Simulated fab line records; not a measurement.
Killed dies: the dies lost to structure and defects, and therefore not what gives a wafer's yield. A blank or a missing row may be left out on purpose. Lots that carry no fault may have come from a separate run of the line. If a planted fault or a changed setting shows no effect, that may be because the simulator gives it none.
Chamber matching -- flow nandHarc -- NHARC_A_CHANNEL_FILL_D1_ALD_02 on aldHk-02: 4 sister chambers
The step deposits SiO2, target thk 6 nm, pulse time 10 s, ald cycles 60. 22 wafers are shown with their chamber, then 11 later ones without.

## EACH WAFER AND ITS CHAMBER
wafer,chamber,heaterPowerW (W),precursorPulseHeightRel,susceptorTempC (C)
L079.2,0,482,1.018,299.96
L079.4,3,464,1.000,300.27
L079.6,3,463,1.015,299.98
L078.2,2,445,1.006,299.53
L078.3,3,450,1.006,299.87
L078.6,1,389,0.980,299.58
L081.1,2,439,0.980,299.87
L081.4,0,484,0.977,299.88
L081.5,1,391,0.992,299.81
L082.1,1,400,1.003,300.09
L082.4,3,468,0.989,299.74
L082.5,1,404,0.990,299.91
L087.4,2,464,1.001,300.29
L087.5,3,476,0.994,299.53
L087.6,2,440,0.995,300.33
L086.1,2,464,1.004,299.71
L086.2,1,397,1.001,299.67
L086.3,0,472,1.013,300.08
L088.1,1,391,0.994,300.04
L088.2,2,448,0.952,300.40
L088.5,1,387,0.957,299.86
L089.2,2,456,1.043,299.85

SIGNATURES, as means of the wafers listed above
reading,chamber 0,chamber 1,chamber 2,chamber 3,scatter within a chamber
heaterPowerW,479.33,394.14,450.86,464.20,8.66
precursorPulseHeightRel,1.00267,0.98814,0.99729,1.00080,0.0204
susceptorTempC,299.9733,299.8514,299.9971,299.8780,0.261
Rule: for a wafer and a chamber, the distance is found by dividing, reading by reading, the gap between the wafer's reading and the chamber's mean by the reading's scatter, squaring, summing and taking the root. If the next closest chamber is less than 2 further off than the closest, the wafer can't be placed; otherwise it belongs to the closest. The scatter: take each reading less its chamber's mean, square it, sum over the shown wafers, divide by the number of wafers less the number of chambers, and take the root.

## WAFERS MISSING THEIR CHAMBER
wafer,heaterPowerW (W),precursorPulseHeightRel,susceptorTempC (C)
L089.3,471,0.991,300.03
L089.6,477,0.972,300.11
L092.1,451,1.004,299.91
L092.2,392,1.013,300.03
L092.3,467,0.998,299.71
L093.2,451,1.003,299.95
L093.5,446,1.002,299.94
L093.6,444,1.033,300.25
L094.4,447,0.978,299.86
L094.5,454,0.982,299.85
L094.6,364,1.006,299.70

## WHICH CHAMBER EACH WENT THROUGH
wafer,from the rows above,in truth
L089.3,can't be placed: 3 or 0 or 2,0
L089.6,can't be placed: 0 or 3 or 2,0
L092.1,can't be placed: 2 or 3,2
L092.2,1,1
L092.3,can't be placed: 3 or 0 or 2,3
L093.2,can't be placed: 2 or 3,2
L093.5,can't be placed: 2 or 3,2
L093.6,can't be placed: 2 or 3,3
L094.4,can't be placed: 2 or 3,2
L094.5,can't be placed: 2 or 3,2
L094.6,1,1
Correctly placed: 2 of 11. Can't be placed from these rows: 9 (the true chamber is among the candidates in 9). Number placed wrongly: 0.
